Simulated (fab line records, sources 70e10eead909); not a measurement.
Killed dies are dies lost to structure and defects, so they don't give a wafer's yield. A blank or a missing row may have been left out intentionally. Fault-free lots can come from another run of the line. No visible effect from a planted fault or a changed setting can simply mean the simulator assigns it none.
fab line records ; flow nand-harc
record lots=15; wafers=45; last-day=34
route steps=1302 shown A_CONTACT@1101 A_BLC@1128
lots untouched by any fault: they come from a run of this same line in which no faults occurred
start-h: hours from the record's first day to the start of the lot's first wafer shown ; wait-h: hours from the lot's prior step to this one ; " as in the row above ; L1.1+2: a row that stands for several wafers ; - value missing, or start not given ; * or withheld: withheld ; < > ~ a bound
route shown NAME@n: NAME is a module with steps in the file, n the number in the route of the first one ; usual: the fault-free wafers' mean and standard deviation ; same: alike in all rows ; chamber/n: place in a boat ; sites: per-site readings ; _std_site: their standard deviation ; _edge_site: inner sites' mean taken away from outer sites' mean ; radius-mm: how far each site lies from the wafer's centre ; mask NAME#n: copy n ; behind: the last tool/chamber to shape the wafer ; hold: cause of the lot's hold/its duration in hours/its outcome ; device: the n, p or np transistor that did not switch ; end of line: the tests these same wafers got at the end of their route ; step lacking rows: just its recipe ; killed: dies that structure and defects cost at the first sort, which is not the same as the wafer's yield ; map: a wafer's dies, x killed, . not, _ none there
set.NAME: the setting the step ran with; set.NAME@STEP: the setting that earlier step ran with ; model.NAME: the simulator's own value behind a step, which no gauge read
one table for each step of the route and one row for each wafer, over a sample of lots
services: when a tool's chamber went out of use (start-h, in hours from the record's first day, below 0 if earlier), for how many hours, and the reason
## steps
# step NHARC_A_CONTACT_ALD_18
# recipe target-thk-a=30; pulse-time-s=1; ald-cycles=150; temp-c=450; material=TiN
# usual heater-power-w=1008/89; precursor-pulse-height-rel=1.001/0.021
lot.wafer;tool;chamber;start-h;wait-h;heater-power-w;precursor-pulse-height-rel
L736.3;ald-metal-04;0;518.74;-;816;0.965
L736.1;ald-metal-04;1;518.74;-;1065;0.999
L736.5;ald-metal-04;3;518.74;-;966;1.011
L737.2;ald-metal-04;3;528.47;-;949;1.005
L737.1;ald-metal-04;1;528.47;-;1065;1.005
L737.4;ald-metal-04;1;528.47;-;1063;0.979
L739.1;ald-metal-02;3;535.74;-;875;1.016
L739.5;ald-metal-02;0;535.74;-;1037;0.993
L739.6;ald-metal-02;2;535.74;-;991;0.990
L738.1;ald-metal-02;0;545.19;-;1066;1.033
L738.4;ald-metal-02;1;545.19;-;1176;0.998
L738.5;ald-metal-02;0;545.19;-;1040;1.006
L740.3;ald-metal-02;2;578.94;-;976;0.999
L740.5;ald-metal-02;2;578.94;-;1022;1.007
L740.6;ald-metal-02;3;578.94;-;875;1.003
L747.4;ald-metal-01;0;609.60;-;928;1.003
L747.2;ald-metal-01;1;609.60;-;954;0.988
L747.6;ald-metal-01;1;609.60;-;962;1.020
L748.1;ald-metal-02;2;646.71;-;1006;1.039
L748.2;ald-metal-02;3;646.71;-;946;0.981
L748.4;ald-metal-02;1;646.71;-;1142;1.009
L751.1;ald-metal-02;3;663.48;-;984;1.017
L751.2;ald-metal-02;1;663.48;-;1141;0.985
L751.6;ald-metal-02;2;663.48;-;1015;0.997
L752.2;ald-metal-04;2;668.77;-;1057;0.972
L752.4;ald-metal-04;3;668.77;-;1005;1.012
L752.6;ald-metal-04;2;668.77;-;1057;1.013
L755.2;ald-metal-04;2;702.97;-;1064;0.987
L755.3;ald-metal-04;1;702.97;-;1023;1.018
L755.5;ald-metal-04;3;702.97;-;993;0.976
L754.4;ald-metal-02;2;705.35;-;1019;0.999
L754.3;ald-metal-02;1;705.35;-;1126;1.038
L754.5;ald-metal-02;2;705.35;-;1019;0.993
L756.3;ald-metal-04;1;717.87;-;1056;0.978
L756.2;ald-metal-04;2;717.87;-;1052;0.944
L756.4;ald-metal-04;0;717.87;-;811;1.032
L757.3;ald-metal-02;1;719.78;-;1126;1.002
L757.2;ald-metal-02;2;719.78;-;1003;1.007
L757.1;ald-metal-02;3;719.78;-;981;1.051
L758.1;ald-metal-01;0;739.87;-;980;1.029
L758.2;ald-metal-01;1;739.87;-;966;1.006
L758.5;ald-metal-01;3;739.87;-;1073;0.969
L759.2;ald-metal-04;1;759.07;-;1055;1.007
L759.4;ald-metal-04;2;759.07;-;1010;1.026
L759.6;ald-metal-04;1;759.07;-;1052;0.991
# step NHARC_A_CONTACT_CVD_19
# recipe target-thk-a=3000; temp-c=300; pressure-torr=40; wf6-flow-sccm=40; h2-flow-sccm=1600; ar-flow-sccm=1560; time-s=802; material=W
# usual heater-power-w=541/31; throttle-valve-pct=8.1/0.35
# same time-s=802
lot.wafer;tool;chamber;start-h;wait-h;heater-power-w;throttle-valve-pct
L736.1;cvd-w-02;0;-;-;537;8.7
L736.3;cvd-w-02;1;-;-;540;7.9
L736.5;cvd-w-02;0;-;-;549;8.4
L737.1;cvd-w-01;1;-;-;577;8.2
L737.2;cvd-w-01;0;-;-;480;7.9
L737.4;cvd-w-01;0;-;-;485;8.0
L739.1;cvd-w-02;1;-;-;539;8.1
L739.6;cvd-w-02;0;-;-;530;8.7
L739.5;cvd-w-02;1;-;-;548;7.9
L738.1;cvd-w-01;1;-;-;560;7.9
L738.4;cvd-w-01;0;-;-;477;7.8
L738.5;cvd-w-01;1;-;-;573;8.3
L740.3;cvd-w-02;0;-;-;524;8.7
L740.6;cvd-w-02;1;-;-;539;7.8
L740.5;cvd-w-02;0;-;-;542;8.6
L747.2;cvd-w-02;0;-;-;532;8.9
L747.4;cvd-w-02;1;-;-;541;8.1
L747.6;cvd-w-02;1;-;-;541;7.8
L748.1;cvd-w-01;1;-;-;570;8.3
L748.2;cvd-w-01;0;-;-;471;7.5
L748.4;cvd-w-01;0;-;-;480;7.6
L751.2;cvd-w-02;0;-;-;549;8.3
L751.1;cvd-w-02;1;-;-;543;7.8
L751.6;cvd-w-02;0;-;-;546;8.4
L752.2;cvd-w-02;0;-;-;564;8.2
L752.4;cvd-w-02;0;-;-;548;8.4
L752.6;cvd-w-02;0;-;-;554;8.4
L755.2;cvd-w-02;0;-;-;553;8.4
L755.3;cvd-w-02;0;-;-;561;8.4
L755.5;cvd-w-02;1;-;-;542;7.9
L754.3;cvd-w-02;1;705.84;0.4;551;7.9
L754.4;cvd-w-02;0;705.84;0.4;555;8.4
L754.5;cvd-w-02;0;705.84;0.4;544;8.1
L756.2;cvd-w-01;1;-;-;611;8.1
L756.3;cvd-w-01;1;-;-;598;8.2
L756.4;cvd-w-01;1;-;-;590;8.3
L757.1;cvd-w-02;1;-;-;543;8.0
L757.2;cvd-w-02;0;-;-;568;8.3
L757.3;cvd-w-02;1;-;-;544;7.7
L758.2;cvd-w-02;1;-;-;543;7.9
L758.1;cvd-w-02;0;-;-;555;8.5
L758.5;cvd-w-02;0;-;-;539;8.1
L759.2;cvd-w-01;0;-;-;495;7.6
L759.4;cvd-w-01;1;-;-;550;8.1
L759.6;cvd-w-01;1;-;-;547;8.1
# step NHARC_A_BLC_DEGAS_30
# recipe temp-c=300; time-s=60
# usual heater-power-w=511/35
# same time-s=60
lot.wafer;tool;chamber;start-h;wait-h;heater-power-w
L736.3;pvd-sputter-02;-;522.48;-;521
L736.1;pvd-sputter-02;-;522.48;-;512
L736.5;pvd-sputter-02;-;522.48;-;488
L737.4;pvd-sputter-02;-;532.16;-;548
L737.2;pvd-sputter-02;-;532.16;-;447
L737.1;pvd-sputter-02;-;532.16;-;502
L739.1;pvd-sputter-03;-;539.95;-;530
L739.6;pvd-sputter-03;-;539.95;-;508
L739.5;pvd-sputter-03;-;539.95;-;495
L738.4;pvd-sputter-02;-;548.99;-;540
L738.1;pvd-sputter-02;-;548.99;-;469
L738.5;pvd-sputter-02;-;548.99;-;520
L740.3;pvd-sputter-03;-;582.71;-;513
L740.6;pvd-sputter-03;-;582.71;-;511
L740.5;pvd-sputter-03;-;582.71;-;533
L747.4;pvd-sputter-02;-;613.22;-;507
L747.2;pvd-sputter-02;-;613.22;-;533
L747.6;pvd-sputter-02;-;613.22;-;495
L748.1;pvd-sputter-03;-;650.46;-;519
L748.2;pvd-sputter-03;-;650.46;-;516
L748.4;pvd-sputter-03;-;650.46;-;525
L751.1;pvd-sputter-03;-;667.22;-;484
L751.2;pvd-sputter-03;-;667.22;-;526
L751.6;pvd-sputter-03;-;667.22;-;502
L752.2;pvd-sputter-01;-;672.51;-;578
L752.4;pvd-sputter-01;-;672.51;-;458
L752.6;pvd-sputter-01;-;672.51;-;439
L755.2;pvd-sputter-02;-;706.75;-;498
L755.3;pvd-sputter-02;-;706.75;-;563
L755.5;pvd-sputter-02;-;706.75;-;545
L754.4;pvd-sputter-02;-;709.00;-;545
L754.3;pvd-sputter-02;-;709.00;-;540
L754.5;pvd-sputter-02;-;709.00;-;525
L756.2;pvd-sputter-01;-;722.40;-;551
L756.4;pvd-sputter-01;-;722.40;-;445
L756.3;pvd-sputter-01;-;722.40;-;516
L757.2;pvd-sputter-03;-;723.58;-;487
L757.1;pvd-sputter-03;-;723.58;-;503
L757.3;pvd-sputter-03;-;723.58;-;521
L758.1;pvd-sputter-01;-;743.58;-;560
L758.2;pvd-sputter-01;-;743.58;-;504
L758.5;pvd-sputter-01;-;743.58;-;565
L759.2;pvd-sputter-03;-;762.99;-;508
L759.4;pvd-sputter-03;-;762.99;-;488
L759.6;pvd-sputter-03;-;762.99;-;502
# step NHARC_A_BLC_CVD_24
# recipe target-thk-a=1500; temp-c=300; pressure-torr=40; wf6-flow-sccm=40; h2-flow-sccm=1600; ar-flow-sccm=1560; time-s=434; material=W
# usual heater-power-w=535/40; throttle-valve-pct=8.0/0.36
# same time-s=434
lot.wafer;tool;chamber;start-h;wait-h;heater-power-w;throttle-valve-pct
L736.1;cvd-w-01;0;523.00;-;480;7.5
L736.3;cvd-w-01;0;523.00;-;475;7.5
L736.5;cvd-w-01;0;523.00;-;479;7.6
L737.2;cvd-w-01;1;532.60;-;578;8.0
L737.1;cvd-w-01;0;532.60;-;478;7.8
L737.4;cvd-w-01;1;532.60;-;579;7.8
L739.1;cvd-w-01;1;540.40;-;570;8.3
L739.6;cvd-w-01;1;540.40;-;565;8.1
L739.5;cvd-w-01;0;540.40;-;483;7.6
L738.1;cvd-w-02;0;549.42;-;529;8.4
L738.4;cvd-w-02;0;549.42;-;534;8.8
L738.5;cvd-w-02;1;549.42;-;550;7.9
L740.3;cvd-w-02;0;583.28;-;527;8.6
L740.5;cvd-w-02;0;583.28;-;531;8.6
L740.6;cvd-w-02;1;583.28;-;545;7.9
L740.3;cvd-w-02;0;583.96;0.6;545;8.6
L740.5;cvd-w-02;0;583.96;0.6;539;8.8
L740.6;cvd-w-02;1;583.96;0.6;544;8.1
L747.2;cvd-w-02;1;613.73;-;548;7.9
L747.4;cvd-w-02;0;613.73;-;528;8.9
L747.6;cvd-w-02;0;613.73;-;527;8.7
L747.2;cvd-w-02;1;614.42;0.6;549;8.0
L747.4;cvd-w-02;0;614.42;0.6;523;8.4
L747.6;cvd-w-02;0;614.42;0.6;525;8.7
L748.1;cvd-w-02;0;650.93;-;552;8.1
L748.2;cvd-w-02;1;650.93;-;532;7.8
L748.4;cvd-w-02;1;650.93;-;546;8.1
L748.1;cvd-w-02;0;651.64;0.6;561;8.3
L748.2;cvd-w-02;1;651.64;0.6;545;8.1
L748.4;cvd-w-02;1;651.64;0.6;546;7.9
L751.1;cvd-w-02;1;667.68;-;560;8.2
L751.2;cvd-w-02;0;667.68;-;543;8.2
L751.6;cvd-w-02;0;667.68;-;549;8.3
L752.2;cvd-w-01;0;672.95;-;478;7.4
L752.4;cvd-w-01;0;672.95;-;481;7.7
L752.6;cvd-w-01;0;672.95;-;465;7.5
L755.2;cvd-w-02;1;707.18;-;547;7.9
L755.3;cvd-w-02;1;707.18;-;542;8.3
L755.5;cvd-w-02;0;707.18;-;546;8.3
L754.3;cvd-w-01;1;709.59;-;600;8.4
L754.4;cvd-w-01;0;709.59;-;472;7.7
L754.5;cvd-w-01;0;709.59;-;476;7.7
L756.2;cvd-w-01;0;722.84;-;477;7.7
L756.4;cvd-w-01;0;722.84;-;459;7.5
L756.3;cvd-w-01;1;722.84;-;580;8.2
L757.2;cvd-w-02;1;724.02;-;546;8.1
L757.1;cvd-w-02;0;724.02;-;552;8.3
L757.3;cvd-w-02;0;724.02;-;553;8.1
L758.2;cvd-w-01;0;744.02;-;492;7.6
L758.1;cvd-w-01;1;744.02;-;562;7.8
L758.5;cvd-w-01;0;744.02;-;497;7.3
L759.2;cvd-w-01;1;763.51;-;555;7.8
L759.4;cvd-w-01;1;763.51;-;547;8.0
L759.6;cvd-w-01;1;763.51;-;561;7.9
# step NHARC_A_BLC_CMP_25
# recipe t-overpolish-s=30; target-thk-nm=150
# usual motor-current-A=12.0/1.4; overpolish-run-s=30.000/0.0091; time-to-endpoint-s=29.5/2.4
# same t-overpolish-s=30
lot.wafer;tool;chamber;start-h;wait-h;motor-current-A;overpolish-run-s;time-to-endpoint-s
L736.3;cmp-03;2;523.51;0.3;10.2;29.993;32.2
L736.1;cmp-03;3;523.51;0.3;11.0;29.997;32.4
L736.5;cmp-03;0;523.51;0.3;11.9;30.003;33.1
L737.1;cmp-04;3;533.13;0.4;10.8;29.983;25.9
L737.2;cmp-04;1;533.13;0.4;12.0;30.013;28.8
L737.4;cmp-04;2;533.13;0.4;11.3;29.996;27.2
L739.1;cmp-04;0;540.98;0.5;11.9;30.002;25.3
L739.5;cmp-04;3;540.98;0.5;10.7;29.994;28.1
L739.6;cmp-04;0;540.98;0.5;12.3;29.990;28.8
L738.4;cmp-04;2;549.97;0.3;13.0;29.981;25.2
L738.1;cmp-04;3;549.97;0.3;10.5;29.986;29.0
L738.5;cmp-04;2;549.97;0.3;11.6;29.989;28.3
L740.3;cmp-03;0;584.45;0.4;12.8;29.999;52.0
L740.6;cmp-03;2;584.45;0.4;11.1;29.995;58.3
L740.5;cmp-03;3;584.45;0.4;10.7;29.991;55.4
L747.4;cmp-01;3;614.96;0.4;14.2;30.007;58.5
L747.2;cmp-01;1;614.96;0.4;12.0;29.997;54.6
L747.6;cmp-01;3;614.96;0.4;14.7;30.006;56.2
L748.1;cmp-01;0;652.23;0.5;9.9;30.012;62.6
L748.2;cmp-01;1;652.23;0.5;12.6;29.999;61.1
L748.4;cmp-01;2;652.23;0.5;14.4;30.005;62.5
L751.1;cmp-03;1;668.22;0.5;11.6;29.999;33.2
L751.2;cmp-03;3;668.22;0.5;11.1;30.004;32.3
L751.6;cmp-03;1;668.22;0.5;11.6;29.988;32.2
L752.2;cmp-04;3;673.49;0.5;11.1;29.988;29.1
L752.4;cmp-04;0;673.49;0.5;12.1;30.007;32.9
L752.6;cmp-04;0;673.49;0.5;12.0;29.995;30.7
L755.3;cmp-01;2;707.71;0.3;14.6;29.991;28.0
L755.2;cmp-01;3;707.71;0.3;14.0;29.995;26.1
L755.5;cmp-01;2;707.71;0.3;14.9;30.001;27.1
L754.3;cmp-01;2;709.97;0.3;15.4;29.997;27.3
L754.4;cmp-01;3;709.97;0.3;14.9;29.997;27.9
L754.5;cmp-01;3;709.97;0.3;14.1;30.009;28.1
L756.4;cmp-01;0;723.37;0.3;10.0;30.002;29.7
L756.2;cmp-01;1;723.37;0.3;12.3;29.995;31.2
L756.3;cmp-01;2;723.37;0.3;14.4;29.990;31.6
L757.3;cmp-04;1;724.57;0.3;12.4;29.999;31.7
L757.1;cmp-04;2;724.57;0.3;11.9;30.004;28.8
L757.2;cmp-04;3;724.57;0.3;10.7;29.993;30.8
L758.1;cmp-04;0;744.55;0.4;12.0;29.999;32.6
L758.2;cmp-04;2;744.55;0.4;12.1;29.998;28.0
L758.5;cmp-04;0;744.55;0.4;12.5;29.993;30.4
L759.4;cmp-01;3;763.97;0.2;14.5;30.007;26.0
L759.2;cmp-01;0;763.97;0.2;10.7;29.992;29.4
L759.6;cmp-01;3;763.97;0.2;14.9;29.996;29.6
## services
tool;chamber;start-h;hours;kind
cmp-04;-;500.54;0.4;repair
cmp-04;-;503.00;4.0;pm
ald-metal-04;2;512.93;26.6;repair
pvd-sputter-02;-;513.27;4.8;repair
pvd-sputter-03;-;528.49;1.9;repair
cmp-01;-;534.11;0.8;repair
ald-metal-02;1;534.36;8.9;repair
cmp-01;-;536.21;6.8;repair
cvd-w-01;-;547.33;13.0;pm
cmp-01;-;559.70;2.2;repair
cmp-01;-;577.59;4.0;pm
cmp-04;-;590.75;2.5;repair
cmp-01;-;597.04;2.2;repair
cmp-04;-;601.00;4.0;pm
ald-metal-02;-;610.00;10.0;pm
cvd-w-01;-;621.51;8.1;repair
cvd-w-02;-;631.00;13.0;pm
ald-metal-02;0;631.32;18.4;repair
cvd-w-02;0;653.13;3.5;repair
ald-metal-02;-;657.63;0.3;repair
ald-metal-02;3;681.06;27.6;repair
ald-metal-02;0;697.95;24.5;repair
cvd-w-01;0;714.52;3.6;repair
cvd-w-01;-;728.33;13.0;pm
## key
first-sign step=NHARC_A_BLC_CVD_24; reading=visit; direction=added
effect step=NHARC_A_BLC_CMP_25; reading=time-to-endpoint-s; direction=up; sigmas=12; usual=*; struck=*
met-at NHARC_A_BLC_CVD_24
struck-lots L740,L747,L748
sort-left-out L740.3,L740.5,L740.6,L747.2,L747.4,L747.6,L748.1,L748.2,L748.4
tester-left-out L740,L747,L748
not-acting-at NHARC_A_CONTACT_ALD_18,NHARC_A_CONTACT_CVD_19,NHARC_A_BLC_DEGAS_30
fault kind=repeated-step-whole; tool=cvd-w-01,cvd-w-02; chamber=-; onset-h=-; steps=NHARC_A_BLC_CVD_24; times=1; scope=struck-lots-only
# tester-left-out: of these lots the tester's yield and bins aren't shown, on N5 and GAA mostly nor the transistor test; their killed dies are dies lost to structure and defects alone, not to doping, threshold or leakage, so they don't give the yield
# sort-left-out: the simulated sort isn't trusted on such a fault, so these wafers' sort isn't shown, and their yield isn't known
